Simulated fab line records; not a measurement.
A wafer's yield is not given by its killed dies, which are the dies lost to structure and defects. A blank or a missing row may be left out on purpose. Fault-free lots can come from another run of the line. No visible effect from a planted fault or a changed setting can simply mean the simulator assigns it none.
The tool behind it: which one? ; flow nand-harc ; 6 lots with 18 wafers sampled at 2 steps, on a route of 1159 steps

## WHAT EACH GAUGE READ, for each wafer
NHARC_P_GATE_CD_MEAS_26: target cd 120 nm.
lot;measured;on;cd-nm (nm)
L807;day 5 08:35;cd-sem-02;120.2 119.2 119.8
L809;day 6 06:24;cd-sem-02;119.1 119.7 119.7
L813;day 6 15:56;cd-sem-01;120.2 119.9 120.6
L817;day 7 21:50;cd-sem-02;113.0 113.2 113.4 112.6 113.4 113.3
L822;day 8 23:26;cd-sem-01;119.3 119.6 119.6
L827;day 10 04:55;cd-sem-01;120.2 119.6 120.4

## TOOL THAT RAN EACH LOT (tool first, then ch and the chambers of the sampled wafers, then the start)
lot;NHARC_P_GATE_PEB_24
L807;litho-track-06 ch 0, day 5 08:31
L809;litho-track-06 ch 0, day 6 06:19
L813;litho-track-01 ch 0, day 6 15:51
L817;litho-track-01 ch 0, day 7 21:45
L822;litho-track-04 ch 0, day 8 23:22
L827;litho-track-06 ch 0, day 10 04:50
- NHARC_P_GATE_PEB_24: peb time 65 s.

## THE ANSWER, worked out from the rows above alone
Rule: usual is defined by the lots themselves. Put in order of their means at a reading, lots are off if they are a third of the lots or fewer, leave a main group of 4 or more, and stand apart from it by a gap of 3 or more times the standard deviation of the main group's means; of several such gaps the widest counts. Not used: any main group whose means are identical at the precision the tables above print for the reading. Also off: a lot with no number at a reading for which 4 or more lots have one. Any other lot the step has rows for is counted as sound.
Off: L817, at NHARC_P_GATE_CD_MEAS_26 (cd-nm). The main group: mean 119.8 nm, standard deviation 0.3.
A tool fits if, at a process step before that reading, it ran every lot that is off, and no sound lot after the first of them. The gauges at NHARC_P_GATE_CD_MEAS_26 are tried like those tools. This does not decide it: 2 tools fit, namely litho-track-01 at NHARC_P_GATE_PEB_24 and cd-sem-02 at NHARC_P_GATE_CD_MEAS_26.

## WHAT THE SIMULATOR PUT IN
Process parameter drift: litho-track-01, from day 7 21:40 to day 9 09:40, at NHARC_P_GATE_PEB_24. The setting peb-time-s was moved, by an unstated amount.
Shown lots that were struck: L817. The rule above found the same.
